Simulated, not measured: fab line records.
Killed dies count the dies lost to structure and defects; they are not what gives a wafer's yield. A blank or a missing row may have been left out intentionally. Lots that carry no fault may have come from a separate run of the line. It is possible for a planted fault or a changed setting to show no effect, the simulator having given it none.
Split-lot study -- flow n5_finfet -- route with 1938 steps; 7 lots, 39 wafers read

## THE SPLIT
At N5_PASSIVATION_ETCH_54 (etches SiO2 in CHF3/O2, target depth 880 nm, time 440 s), the setting target_depth_a was moved away from the recipe's 8800 angstrom on 12 of the 39 wafers read, by -37.4% to +56.7%. For the rest of the wafers, this setting stayed at what the recipe calls for.

The reading comes from the split's own step.

## THE READING
etch.depth_nm (the simulator's own value, which no gauge read), in nm, at N5_PASSIVATION_ETCH_54 (etches SiO2 in CHF3/O2, target depth 880 nm, time 440 s). No usual value for it is given in the file. The 27 wafers here that ran the recipe average 874.9 nm, standard deviation 14 nm.

wafer,"tool, chamber at the split","target_depth_a as run, angstrom",against the recipe,"etch.depth_nm, nm",against lot-mates on the recipe
L079.1,"rie_diel-02, 0",8800,recipe,858.8,-
L079.2,"rie_diel-02, 1",8800,recipe,869.1,-
L079.3,"rie_diel-02, 3",8800,recipe,856.6,-
L079.4,"rie_diel-02, 2",8800,recipe,869.6,-
L079.5,"rie_diel-02, 1",8800,recipe,874,-
L079.6,"rie_diel-02, 0",8800,recipe,867.8,-
L084.1,"rie_diel-02, 1",8800,recipe,877.8,-
L084.2,"rie_diel-02, 3",8800,recipe,863.7,-
L084.3,"rie_diel-02, 0",5507,-37.4%,542.3,-327.7
L084.4,"rie_diel-02, 0",5507,-37.4%,539,-331.0
L084.5,"rie_diel-02, 1",5507,-37.4%,550.1,-319.9
L084.6,"rie_diel-02, 3",8800,recipe,868.6,-
L085.1,"rie_diel-04, 1",8800,recipe,897.3,-
L085.2,"rie_diel-04, 2",8800,recipe,864.5,-
L085.3,"rie_diel-04, 0",8800,recipe,888.6,-
L085.4,"rie_diel-04, 3",8800,recipe,876.7,-
L085.5,"rie_diel-04, 0",8800,recipe,888,-
L085.6,"rie_diel-04, 1",8800,recipe,893.8,-
L092.1,"rie_diel-01, 2",13790,+56.7%,1326,+447.1
L092.2,"rie_diel-01, 0",8800,recipe,854.6,-
L092.3,"rie_diel-01, 1",13790,+56.7%,1389,+510.1
L092.4,"rie_diel-01, 3",8800,recipe,897.9,-
L092.5,"rie_diel-01, 0",13790,+56.7%,1333,+454.1
L092.6,"rie_diel-01, 1",8800,recipe,884.1,-
L094.1,"rie_diel-02, 0",8800,recipe,860,-
L094.2,"rie_diel-02, 2",7450,-15.3%,730.9,-135.1
L094.3,"rie_diel-02, 3",7450,-15.3%,748.4,-117.6
L094.4,"rie_diel-02, 1",7450,-15.3%,735.5,-130.5
L094.5,"rie_diel-02, 2",8800,recipe,860.4,-
L094.6,"rie_diel-02, 3",8800,recipe,877.6,-
L095.1,"rie_diel-01, 3",8800,recipe,897.6,-
L095.2,"rie_diel-01, 0",8800,recipe,852.3,-
L095.3,"rie_diel-01, 2",7178,-18.4%,688.5,-193.2
L095.4,"rie_diel-01, 1",7178,-18.4%,726.9,-154.8
L095.5,"rie_diel-01, 0",7178,-18.4%,692.8,-188.9
L095.6,"rie_diel-01, 3",8800,recipe,895.1,-
L097.1,"rie_diel-02, 3",8800,recipe,886.7,-
L097.2,"rie_diel-02, 1",8800,recipe,867.8,-
L097.5,"rie_diel-02, 0",8800,recipe,873.6,-

THE FIT
A straight line over all 39 wafers: etch.depth_nm changes by +8.58 nm for each +1% of target_depth_a; r = +1.00; the points scatter about the line by 16 nm.
The same after taking each lot's own level away (the mean of its wafers on the recipe; 39 wafers): +8.5 nm for each +1%; r = +1.00; scatter 16 nm.
On that fit, the largest move of target_depth_a shifts the reading by 4.8e+02 nm.
The lots' own levels span 865.98 to 884.82 nm, that is 1.3 times the standard deviation above.
The two slopes agree, so the slope changes little with the lot-to-lot level.
Check: for one of the wafers moved furthest among these (+56.7%), held out of the fit, the line's prediction against its lot-mates is +489 nm. It came out at +447 nm against them.

## THE OTHER SPLITS THESE WAFERS WENT THROUGH
Other splits were also applied to these wafers ahead of the reading. Each is held against what the fit with the lots' levels taken away leaves over:
other split on the same wafers,wafers away from the commonest value,r with etch.depth_nm (lot level and that fit taken away)
N5_BEOL_M9_ETCH_62 target_depth_a,12,+0.12
N5_BEOL_M14_TRENCH_ETCH_34 time_s,18,+0.12
N5_MIM_TOP_SPUTTER_03 target_thk_a,15,+0.14

## THE WHOLE CHAIN: every reading that the file lists as answering this split, in the file's order
step,what it does,reading,change (the file's fit),r (the file's)
N5_PASSIVATION_ETCH_54,"etches SiO2 in CHF3/O2, target depth 880 nm, time 440 s","PASSIVATION.feature_depth_nm (the simulator's own value, which no gauge read)",+8.51 nm for each +1% of the setting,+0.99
N5_PASSIVATION_ETCH_54,"etches SiO2 in CHF3/O2, target depth 880 nm, time 440 s","etch.depth_nm (the simulator's own value, which no gauge read)",+8.51 nm for each +1% of the setting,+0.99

## THE FILE'S OWN FIT
etch.depth_nm changes by +8.51 nm for each +1% of target_depth_a, r = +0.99.
